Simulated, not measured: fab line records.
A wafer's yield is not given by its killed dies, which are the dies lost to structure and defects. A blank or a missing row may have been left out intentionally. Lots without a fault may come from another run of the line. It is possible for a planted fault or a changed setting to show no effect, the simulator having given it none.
fab line records || flow n5Finfet
record {"lots": 7, "wafers": 39}
route steps=1938 shown ZERO_LAYER@16 FIN_SAQP@96 SD_EPI_P@321 HKMG_FIN@403 BEOL_M0_CUTY@711 BEOL_M4@1111
startH: start of the lot's first displayed wafer, in hours after the record's first day || waitH: hours since the lot's step before || " same as the row above || L1.1+2: one row covering several wafers at once || - no value, or no start was given || * or withheld: withheld || < > ~ a bound
route shown NAME@n: a module of which the file shows steps, and the number in the route of the first || usual: mean/standard deviation taken from wafers without a fault || same: alike in all rows || chamber/n: place in a boat || sites: each site's reading || _std_site: the values' standard deviation || _edge_site: inner sites' mean taken away from outer sites' mean || radiusMm: for every site, how far away it sits from the centre of the wafer || mask NAME#n: copy n || behind: the last tool/chamber to shape the wafer || hold: why the lot went on hold/how many hours it stayed there/how the hold came to an end || device: the transistor (n, p or np) that didn't switch || end of line: at the end of the route, the tests of the same wafers || a step without rows: its recipe alone || killed: dies lost to structure and defects at the first sort, not the wafer's yield || map: a wafer's dies, x killed, . not, _ none there
set.NAME: the setting that was run; set.NAME@STEP: the one run at that earlier step || model.NAME: the simulator's own value behind a step, which no gauge read
one table per step and one row per wafer, for lots whose settings were changed on purpose
## steps
# step N5_ZERO_LAYER_ETCH_18
# recipe {"chemistry": "HBr/Cl2", "target": "Si", "targetDepthA": 1200, "timeS": 40, "pressureMtorr": 10, "icpW": 800, "biasW": 75, "HBr_flow_sccm": 150, "Cl2_flow_sccm": 80}
# step N5_FIN_SAQP_HM_DEP_03
# recipe {"material": "SiNx", "targetThkA": 380, "tempC": 400, "precursor": "SiH4/NH3/N2", "pressureTorr": 1.5, "rfW": 300, "timeS": 33.6}
# step N5_SD_EPI_P_EPI_21
# recipe {"material": "SiGe:B", "dopant": "B", "tempC": 550, "pressureTorr": 20, "ambient": "H2", "timeS": 355}
# step N5_HKMG_FIN_ETCH_55
# recipe {"chemistry": "N2/H2", "target": "SOC", "targetDepthA": 2400, "tempC": 40, "timeS": 300, "ionEnergyEv": 200, "maskMaterial": "SiARC", "pressureMtorr": 30, "sourceW": 840, "biasW": 150, "n2FlowSccm": 200, "h2FlowSccm": 200}
# step N5_BEOL_M0_CUTY_DESCUM_61
# recipe {"chemistry": "O2", "timeS": 7.9, "sourcePowerW": 50, "biasPowerW": 20, "pressureMtorr": 20, "rfFrequencyHz": 2.712e+07, "tempC": 40, "resist": "CAR-ArF-block", "o2FlowSccm": 225}
# step N5_BEOL_M4_RC_MEAS_101
# usual {"REXT_P": "100.4/2.3", "RS_SD_P": "66.1/0.93", "VT_P_LVT": "-97/3.5"}
{"lot.wafer": "L074.1", "tool": "prober-02", "chamber": 0, "startH": 163.72, "waitH": 0.0, "set.targetDepthA@ZERO_LAYER_ETCH_18": 1200, "set.timeS@FIN_SAQP_HM_DEP_03": 48.91, "set.timeS@SD_EPI_P_EPI_21": 355, "set.timeS@HKMG_FIN_ETCH_55": 300, "set.timeS@BEOL_M0_CUTY_DESCUM_61": 3.468, "REXT_P[ohm.um]": 99.5, "RS_SD_P[ohm/sq]": 66.1, "VT_P_LVT[mV]": -94}
{"lot.wafer": "L074.2", "tool": "prober-02", "chamber": 0, "startH": 163.72, "waitH": 0.0, "set.targetDepthA@ZERO_LAYER_ETCH_18": 1200, "set.timeS@FIN_SAQP_HM_DEP_03": 48.91, "set.timeS@SD_EPI_P_EPI_21": 153.9, "set.timeS@HKMG_FIN_ETCH_55": 408.1, "set.timeS@BEOL_M0_CUTY_DESCUM_61": 3.468, "REXT_P[ohm.um]": 124.3, "RS_SD_P[ohm/sq]": 141.3, "VT_P_LVT[mV]": -115}
{"lot.wafer": "L074.3", "tool": "prober-02", "chamber": 0, "startH": 163.72, "waitH": 0.0, "set.targetDepthA@ZERO_LAYER_ETCH_18": 1550, "set.timeS@FIN_SAQP_HM_DEP_03": 33.6, "set.timeS@SD_EPI_P_EPI_21": 355, "set.timeS@HKMG_FIN_ETCH_55": 408.1, "set.timeS@BEOL_M0_CUTY_DESCUM_61": 3.468, "REXT_P[ohm.um]": 99.6, "RS_SD_P[ohm/sq]": 66.7, "VT_P_LVT[mV]": -96}
{"lot.wafer": "L074.4", "tool": "prober-02", "chamber": 0, "startH": 163.72, "waitH": 0.0, "set.targetDepthA@ZERO_LAYER_ETCH_18": 1550, "set.timeS@FIN_SAQP_HM_DEP_03": 33.6, "set.timeS@SD_EPI_P_EPI_21": 153.9, "set.timeS@HKMG_FIN_ETCH_55": 408.1, "set.timeS@BEOL_M0_CUTY_DESCUM_61": 7.9, "REXT_P[ohm.um]": 125.2, "RS_SD_P[ohm/sq]": 139.9, "VT_P_LVT[mV]": -115}
{"lot.wafer": "L074.5", "tool": "prober-02", "chamber": 0, "startH": 163.72, "waitH": 0.0, "set.targetDepthA@ZERO_LAYER_ETCH_18": 1550, "set.timeS@FIN_SAQP_HM_DEP_03": 48.91, "set.timeS@SD_EPI_P_EPI_21": 153.9, "set.timeS@HKMG_FIN_ETCH_55": 300, "set.timeS@BEOL_M0_CUTY_DESCUM_61": 7.9, "REXT_P[ohm.um]": 125.8, "RS_SD_P[ohm/sq]": 140.9, "VT_P_LVT[mV]": -118}
{"lot.wafer": "L074.6", "tool": "prober-02", "chamber": 0, "startH": 163.72, "waitH": 0.0, "set.targetDepthA@ZERO_LAYER_ETCH_18": 1200, "set.timeS@FIN_SAQP_HM_DEP_03": 33.6, "set.timeS@SD_EPI_P_EPI_21": 355, "set.timeS@HKMG_FIN_ETCH_55": 300, "set.timeS@BEOL_M0_CUTY_DESCUM_61": 7.9, "REXT_P[ohm.um]": 100.9, "RS_SD_P[ohm/sq]": 67.1, "VT_P_LVT[mV]": -92}
{"lot.wafer": "L075.1", "tool": "prober-01", "chamber": 0, "startH": 182.56, "waitH": 0.0, "set.targetDepthA@ZERO_LAYER_ETCH_18": 1200, "set.timeS@FIN_SAQP_HM_DEP_03": 25.75, "set.timeS@SD_EPI_P_EPI_21": 355, "set.timeS@HKMG_FIN_ETCH_55": 300, "set.timeS@BEOL_M0_CUTY_DESCUM_61": 7.9, "REXT_P[ohm.um]": 100.2, "RS_SD_P[ohm/sq]": 67.3, "VT_P_LVT[mV]": -93}
{"lot.wafer": "L075.2", "tool": "prober-01", "chamber": 0, "startH": 182.56, "waitH": 0.0, "set.targetDepthA@ZERO_LAYER_ETCH_18": 775.6, "set.timeS@FIN_SAQP_HM_DEP_03": 33.6, "set.timeS@SD_EPI_P_EPI_21": 355, "set.timeS@HKMG_FIN_ETCH_55": 300, "set.timeS@BEOL_M0_CUTY_DESCUM_61": 5.259, "REXT_P[ohm.um]": 102.7, "RS_SD_P[ohm/sq]": 66.4, "VT_P_LVT[mV]": -96}
{"lot.wafer": "L075.3", "tool": "prober-01", "chamber": 0, "startH": 182.56, "waitH": 0.0, "set.targetDepthA@ZERO_LAYER_ETCH_18": 775.6, "set.timeS@FIN_SAQP_HM_DEP_03": 25.75, "set.timeS@SD_EPI_P_EPI_21": 355, "set.timeS@HKMG_FIN_ETCH_55": 360.9, "set.timeS@BEOL_M0_CUTY_DESCUM_61": 7.9, "REXT_P[ohm.um]": 98.7, "RS_SD_P[ohm/sq]": 65.2, "VT_P_LVT[mV]": -90}
{"lot.wafer": "L075.4", "tool": "prober-01", "chamber": 0, "startH": 182.56, "waitH": 0.0, "set.targetDepthA@ZERO_LAYER_ETCH_18": 775.6, "set.timeS@FIN_SAQP_HM_DEP_03": 25.75, "set.timeS@SD_EPI_P_EPI_21": 355, "set.timeS@HKMG_FIN_ETCH_55": 300, "set.timeS@BEOL_M0_CUTY_DESCUM_61": 5.259, "REXT_P[ohm.um]": 101.0, "RS_SD_P[ohm/sq]": 65.9, "VT_P_LVT[mV]": -93}
{"lot.wafer": "L075.5", "tool": "prober-01", "chamber": 0, "startH": 182.56, "waitH": 0.0, "set.targetDepthA@ZERO_LAYER_ETCH_18": 1200, "set.timeS@FIN_SAQP_HM_DEP_03": 33.6, "set.timeS@SD_EPI_P_EPI_21": 355, "set.timeS@HKMG_FIN_ETCH_55": 360.9, "set.timeS@BEOL_M0_CUTY_DESCUM_61": 5.259, "REXT_P[ohm.um]": 100.4, "RS_SD_P[ohm/sq]": 65.8, "VT_P_LVT[mV]": -94}
{"lot.wafer": "L075.6", "tool": "prober-01", "chamber": 0, "startH": 182.56, "waitH": 0.0, "set.targetDepthA@ZERO_LAYER_ETCH_18": 1200, "set.timeS@FIN_SAQP_HM_DEP_03": 33.6, "set.timeS@SD_EPI_P_EPI_21": 355, "set.timeS@HKMG_FIN_ETCH_55": 360.9, "set.timeS@BEOL_M0_CUTY_DESCUM_61": 7.9, "REXT_P[ohm.um]": 102.1, "RS_SD_P[ohm/sq]": 67.1, "VT_P_LVT[mV]": -93}
{"lot.wafer": "L078.1", "tool": "prober-01", "chamber": 0, "startH": 190.00, "waitH": 0.5, "set.targetDepthA@ZERO_LAYER_ETCH_18": 502, "set.timeS@FIN_SAQP_HM_DEP_03": 33.6, "set.timeS@SD_EPI_P_EPI_21": 549.8, "set.timeS@HKMG_FIN_ETCH_55": 300, "set.timeS@BEOL_M0_CUTY_DESCUM_61": 5.259, "REXT_P[ohm.um]": 97.8, "RS_SD_P[ohm/sq]": 47.1, "VT_P_LVT[mV]": -93}
{"lot.wafer": "L078.2", "tool": "prober-01", "chamber": 0, "startH": 190.00, "waitH": 0.5, "set.targetDepthA@ZERO_LAYER_ETCH_18": 1200, "set.timeS@FIN_SAQP_HM_DEP_03": 19.91, "set.timeS@SD_EPI_P_EPI_21": 355, "set.timeS@HKMG_FIN_ETCH_55": 300, "set.timeS@BEOL_M0_CUTY_DESCUM_61": 7.9, "REXT_P[ohm.um]": 98.3, "RS_SD_P[ohm/sq]": 63.2, "VT_P_LVT[mV]": -92}
{"lot.wafer": "L078.3", "tool": "prober-01", "chamber": 0, "startH": 190.00, "waitH": 0.5, "set.targetDepthA@ZERO_LAYER_ETCH_18": 502, "set.timeS@FIN_SAQP_HM_DEP_03": 19.91, "set.timeS@SD_EPI_P_EPI_21": 355, "set.timeS@HKMG_FIN_ETCH_55": 300, "set.timeS@BEOL_M0_CUTY_DESCUM_61": 5.259, "REXT_P[ohm.um]": 97.8, "RS_SD_P[ohm/sq]": 63.9, "VT_P_LVT[mV]": -91}
{"lot.wafer": "L078.4", "tool": "prober-01", "chamber": 0, "startH": 190.00, "waitH": 0.5, "set.targetDepthA@ZERO_LAYER_ETCH_18": 1200, "set.timeS@FIN_SAQP_HM_DEP_03": 33.6, "set.timeS@SD_EPI_P_EPI_21": 549.8, "set.timeS@HKMG_FIN_ETCH_55": 181.9, "set.timeS@BEOL_M0_CUTY_DESCUM_61": 5.259, "REXT_P[ohm.um]": 94.8, "RS_SD_P[ohm/sq]": 47.7, "VT_P_LVT[mV]": -90}
{"lot.wafer": "L078.5", "tool": "prober-01", "chamber": 0, "startH": 190.00, "waitH": 0.5, "set.targetDepthA@ZERO_LAYER_ETCH_18": 1200, "set.timeS@FIN_SAQP_HM_DEP_03": 33.6, "set.timeS@SD_EPI_P_EPI_21": 355, "set.timeS@HKMG_FIN_ETCH_55": 181.9, "set.timeS@BEOL_M0_CUTY_DESCUM_61": 7.9, "REXT_P[ohm.um]": 97.7, "RS_SD_P[ohm/sq]": 64.2, "VT_P_LVT[mV]": -94}
{"lot.wafer": "L078.6", "tool": "prober-01", "chamber": 0, "startH": 190.00, "waitH": 0.5, "set.targetDepthA@ZERO_LAYER_ETCH_18": 502, "set.timeS@FIN_SAQP_HM_DEP_03": 19.91, "set.timeS@SD_EPI_P_EPI_21": 549.8, "set.timeS@HKMG_FIN_ETCH_55": 181.9, "set.timeS@BEOL_M0_CUTY_DESCUM_61": 7.9, "REXT_P[ohm.um]": 93.8, "RS_SD_P[ohm/sq]": 47.5, "VT_P_LVT[mV]": -87}
{"lot.wafer": "L081.1", "tool": "prober-01", "chamber": 0, "startH": 199.31, "waitH": 0.0, "set.targetDepthA@ZERO_LAYER_ETCH_18": 832.9, "set.timeS@FIN_SAQP_HM_DEP_03": 33.6, "set.timeS@SD_EPI_P_EPI_21": 355, "set.timeS@HKMG_FIN_ETCH_55": 300, "set.timeS@BEOL_M0_CUTY_DESCUM_61": 7.9, "REXT_P[ohm.um]": 98.9, "RS_SD_P[ohm/sq]": 65.1, "VT_P_LVT[mV]": -93}
{"lot.wafer": "L081.2", "tool": "prober-01", "chamber": 0, "startH": 199.31, "waitH": 0.0, "set.targetDepthA@ZERO_LAYER_ETCH_18": 1200, "set.timeS@FIN_SAQP_HM_DEP_03": 33.6, "set.timeS@SD_EPI_P_EPI_21": 355, "set.timeS@HKMG_FIN_ETCH_55": 300, "set.timeS@BEOL_M0_CUTY_DESCUM_61": 10.39, "REXT_P[ohm.um]": 99.7, "RS_SD_P[ohm/sq]": 65.8, "VT_P_LVT[mV]": -97}
{"lot.wafer": "L081.3", "tool": "prober-01", "chamber": 0, "startH": 199.31, "waitH": 0.0, "set.targetDepthA@ZERO_LAYER_ETCH_18": 1200, "set.timeS@FIN_SAQP_HM_DEP_03": 33.6, "set.timeS@SD_EPI_P_EPI_21": 567.9, "set.timeS@HKMG_FIN_ETCH_55": 300, "set.timeS@BEOL_M0_CUTY_DESCUM_61": 10.39, "REXT_P[ohm.um]": 95.2, "RS_SD_P[ohm/sq]": 47.6, "VT_P_LVT[mV]": -90}
{"lot.wafer": "L081.4", "tool": "prober-01", "chamber": 0, "startH": 199.31, "waitH": 0.0, "set.targetDepthA@ZERO_LAYER_ETCH_18": 832.9, "set.timeS@FIN_SAQP_HM_DEP_03": 53.28, "set.timeS@SD_EPI_P_EPI_21": 355, "set.timeS@HKMG_FIN_ETCH_55": 300, "set.timeS@BEOL_M0_CUTY_DESCUM_61": 7.9, "REXT_P[ohm.um]": 99.2, "RS_SD_P[ohm/sq]": 66.5, "VT_P_LVT[mV]": -96}
{"lot.wafer": "L081.5", "tool": "prober-01", "chamber": 0, "startH": 199.31, "waitH": 0.0, "set.targetDepthA@ZERO_LAYER_ETCH_18": 1200, "set.timeS@FIN_SAQP_HM_DEP_03": 53.28, "set.timeS@SD_EPI_P_EPI_21": 567.9, "set.timeS@HKMG_FIN_ETCH_55": 300, "set.timeS@BEOL_M0_CUTY_DESCUM_61": 7.9, "REXT_P[ohm.um]": 95.1, "RS_SD_P[ohm/sq]": 47.6, "VT_P_LVT[mV]": -92}
{"lot.wafer": "L081.6", "tool": "prober-01", "chamber": 0, "startH": 199.31, "waitH": 0.0, "set.targetDepthA@ZERO_LAYER_ETCH_18": 832.9, "set.timeS@FIN_SAQP_HM_DEP_03": 53.28, "set.timeS@SD_EPI_P_EPI_21": 567.9, "set.timeS@HKMG_FIN_ETCH_55": 300, "set.timeS@BEOL_M0_CUTY_DESCUM_61": 10.39, "REXT_P[ohm.um]": 95.6, "RS_SD_P[ohm/sq]": 47.4, "VT_P_LVT[mV]": -94}
{"lot.wafer": "L080.1", "tool": "prober-02", "chamber": 0, "startH": 214.00, "waitH": 0.0, "set.targetDepthA@ZERO_LAYER_ETCH_18": 1200, "set.timeS@FIN_SAQP_HM_DEP_03": 33.6, "set.timeS@SD_EPI_P_EPI_21": 355, "set.timeS@HKMG_FIN_ETCH_55": 300, "set.timeS@BEOL_M0_CUTY_DESCUM_61": 12.57, "REXT_P[ohm.um]": 98.2, "RS_SD_P[ohm/sq]": 67.5, "VT_P_LVT[mV]": -100}
{"lot.wafer": "L080.2", "tool": "prober-02", "chamber": 0, "startH": 214.00, "waitH": 0.0, "set.targetDepthA@ZERO_LAYER_ETCH_18": 1200, "set.timeS@FIN_SAQP_HM_DEP_03": 33.6, "set.timeS@SD_EPI_P_EPI_21": 355, "set.timeS@HKMG_FIN_ETCH_55": 300, "set.timeS@BEOL_M0_CUTY_DESCUM_61": 7.9, "REXT_P[ohm.um]": 98.1, "RS_SD_P[ohm/sq]": 66.9, "VT_P_LVT[mV]": -97}
{"lot.wafer": "L080.3", "tool": "prober-02", "chamber": 0, "startH": 214.00, "waitH": 0.0, "set.targetDepthA@ZERO_LAYER_ETCH_18": 1200, "set.timeS@FIN_SAQP_HM_DEP_03": 23.18, "set.timeS@SD_EPI_P_EPI_21": 355, "set.timeS@HKMG_FIN_ETCH_55": 300, "set.timeS@BEOL_M0_CUTY_DESCUM_61": 12.57, "REXT_P[ohm.um]": 99.1, "RS_SD_P[ohm/sq]": 67.5, "VT_P_LVT[mV]": -98}
{"lot.wafer": "L080.4", "tool": "prober-02", "chamber": 0, "startH": 214.00, "waitH": 0.0, "set.targetDepthA@ZERO_LAYER_ETCH_18": 1200, "set.timeS@FIN_SAQP_HM_DEP_03": 23.18, "set.timeS@SD_EPI_P_EPI_21": 355, "set.timeS@HKMG_FIN_ETCH_55": 253.1, "set.timeS@BEOL_M0_CUTY_DESCUM_61": 12.57, "REXT_P[ohm.um]": 99.9, "RS_SD_P[ohm/sq]": 68.2, "VT_P_LVT[mV]": -95}
{"lot.wafer": "L080.5", "tool": "prober-02", "chamber": 0, "startH": 214.00, "waitH": 0.0, "set.targetDepthA@ZERO_LAYER_ETCH_18": 1200, "set.timeS@FIN_SAQP_HM_DEP_03": 23.18, "set.timeS@SD_EPI_P_EPI_21": 355, "set.timeS@HKMG_FIN_ETCH_55": 253.1, "set.timeS@BEOL_M0_CUTY_DESCUM_61": 7.9, "REXT_P[ohm.um]": 98.5, "RS_SD_P[ohm/sq]": 67.0, "VT_P_LVT[mV]": -99}
{"lot.wafer": "L080.6", "tool": "prober-02", "chamber": 0, "startH": 214.00, "waitH": 0.0, "set.targetDepthA@ZERO_LAYER_ETCH_18": 1200, "set.timeS@FIN_SAQP_HM_DEP_03": 33.6, "set.timeS@SD_EPI_P_EPI_21": 355, "set.timeS@HKMG_FIN_ETCH_55": 253.1, "set.timeS@BEOL_M0_CUTY_DESCUM_61": 7.9, "REXT_P[ohm.um]": 99.8, "RS_SD_P[ohm/sq]": 66.8, "VT_P_LVT[mV]": -100}
{"lot.wafer": "L086.1", "tool": "prober-02", "chamber": 0, "startH": 242.43, "waitH": 0.0, "set.targetDepthA@ZERO_LAYER_ETCH_18": 1623, "set.timeS@FIN_SAQP_HM_DEP_03": 17.91, "set.timeS@SD_EPI_P_EPI_21": 355, "set.timeS@HKMG_FIN_ETCH_55": 446.2, "set.timeS@BEOL_M0_CUTY_DESCUM_61": 7.9, "REXT_P[ohm.um]": 104.1, "RS_SD_P[ohm/sq]": 66.0, "VT_P_LVT[mV]": -88}
{"lot.wafer": "L086.2", "tool": "prober-02", "chamber": 0, "startH": 242.43, "waitH": 0.0, "set.targetDepthA@ZERO_LAYER_ETCH_18": 1623, "set.timeS@FIN_SAQP_HM_DEP_03": 17.91, "set.timeS@SD_EPI_P_EPI_21": 203.4, "set.timeS@HKMG_FIN_ETCH_55": 300, "set.timeS@BEOL_M0_CUTY_DESCUM_61": 7.9, "REXT_P[ohm.um]": 123.5, "RS_SD_P[ohm/sq]": 107.1, "VT_P_LVT[mV]": -103}
{"lot.wafer": "L086.3", "tool": "prober-02", "chamber": 0, "startH": 242.43, "waitH": 0.0, "set.targetDepthA@ZERO_LAYER_ETCH_18": 1200, "set.timeS@FIN_SAQP_HM_DEP_03": 17.91, "set.timeS@SD_EPI_P_EPI_21": 203.4, "set.timeS@HKMG_FIN_ETCH_55": 446.2, "set.timeS@BEOL_M0_CUTY_DESCUM_61": 7.9, "REXT_P[ohm.um]": 123.0, "RS_SD_P[ohm/sq]": 106.4, "VT_P_LVT[mV]": -103}
{"lot.wafer": "L086.4", "tool": "prober-02", "chamber": 0, "startH": 242.43, "waitH": 0.0, "set.targetDepthA@ZERO_LAYER_ETCH_18": 1200, "set.timeS@FIN_SAQP_HM_DEP_03": 33.6, "set.timeS@SD_EPI_P_EPI_21": 355, "set.timeS@HKMG_FIN_ETCH_55": 300, "set.timeS@BEOL_M0_CUTY_DESCUM_61": 7.9, "REXT_P[ohm.um]": 105.6, "RS_SD_P[ohm/sq]": 66.4, "VT_P_LVT[mV]": -97}
{"lot.wafer": "L086.5", "tool": "prober-02", "chamber": 0, "startH": 242.43, "waitH": 0.0, "set.targetDepthA@ZERO_LAYER_ETCH_18": 1200, "set.timeS@FIN_SAQP_HM_DEP_03": 33.6, "set.timeS@SD_EPI_P_EPI_21": 203.4, "set.timeS@HKMG_FIN_ETCH_55": 300, "set.timeS@BEOL_M0_CUTY_DESCUM_61": 7.9, "REXT_P[ohm.um]": 123.6, "RS_SD_P[ohm/sq]": 106.1, "VT_P_LVT[mV]": -107}
{"lot.wafer": "L086.6", "tool": "prober-02", "chamber": 0, "startH": 242.43, "waitH": 0.0, "set.targetDepthA@ZERO_LAYER_ETCH_18": 1623, "set.timeS@FIN_SAQP_HM_DEP_03": 33.6, "set.timeS@SD_EPI_P_EPI_21": 355, "set.timeS@HKMG_FIN_ETCH_55": 446.2, "set.timeS@BEOL_M0_CUTY_DESCUM_61": 7.9, "REXT_P[ohm.um]": 105.3, "RS_SD_P[ohm/sq]": 65.8, "VT_P_LVT[mV]": -93}
{"lot.wafer": "L091.1", "tool": "prober-01", "chamber": 0, "startH": 270.67, "waitH": 0.0, "set.targetDepthA@ZERO_LAYER_ETCH_18": 1200, "set.timeS@FIN_SAQP_HM_DEP_03": 33.6, "set.timeS@SD_EPI_P_EPI_21": 355, "set.timeS@HKMG_FIN_ETCH_55": 300, "set.timeS@BEOL_M0_CUTY_DESCUM_61": 7.9, "REXT_P[ohm.um]": 98.5, "RS_SD_P[ohm/sq]": 66.8, "VT_P_LVT[mV]": -100}
{"lot.wafer": "L091.4", "tool": "prober-01", "chamber": 0, "startH": 270.67, "waitH": 0.0, "set.targetDepthA@ZERO_LAYER_ETCH_18": 1200, "set.timeS@FIN_SAQP_HM_DEP_03": 33.6, "set.timeS@SD_EPI_P_EPI_21": 355, "set.timeS@HKMG_FIN_ETCH_55": 300, "set.timeS@BEOL_M0_CUTY_DESCUM_61": 7.9, "REXT_P[ohm.um]": 96.6, "RS_SD_P[ohm/sq]": 66.8, "VT_P_LVT[mV]": -96}
{"lot.wafer": "L091.6", "tool": "prober-01", "chamber": 0, "startH": 270.67, "waitH": 0.0, "set.targetDepthA@ZERO_LAYER_ETCH_18": 1200, "set.timeS@FIN_SAQP_HM_DEP_03": 33.6, "set.timeS@SD_EPI_P_EPI_21": 355, "set.timeS@HKMG_FIN_ETCH_55": 300, "set.timeS@BEOL_M0_CUTY_DESCUM_61": 7.9, "REXT_P[ohm.um]": 97.8, "RS_SD_P[ohm/sq]": 66.9, "VT_P_LVT[mV]": -95}
## key
split {"step": "N5_ZERO_LAYER_ETCH_18", "setting": "targetDepthA", "statedAs": 1200}
response none clear
split {"step": "N5_FIN_SAQP_HM_DEP_03", "setting": "timeS", "statedAs": 33.6}
response none clear
split {"step": "N5_SD_EPI_P_EPI_21", "setting": "timeS", "statedAs": 355}
response {"step": "N5_BEOL_M4_RC_MEAS_101", "reading": "RS_SD_P", "slope": -0.689, "per": "1%", "togetherWith": "all", "explained": 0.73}
response {"step": "N5_BEOL_M4_RC_MEAS_101", "reading": "VT_P_LVT", "slope": "+0.193", "per": "1%", "togetherWith": "all", "explained": 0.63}
response {"step": "N5_BEOL_M4_RC_MEAS_101", "reading": "REXT_P", "slope": -0.227, "per": "1%", "togetherWith": "all", "explained": 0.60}
split {"step": "N5_HKMG_FIN_ETCH_55", "setting": "timeS", "statedAs": 300}
response none clear
split {"step": "N5_BEOL_M0_CUTY_DESCUM_61", "setting": "timeS", "statedAs": 7.9}
response none clear
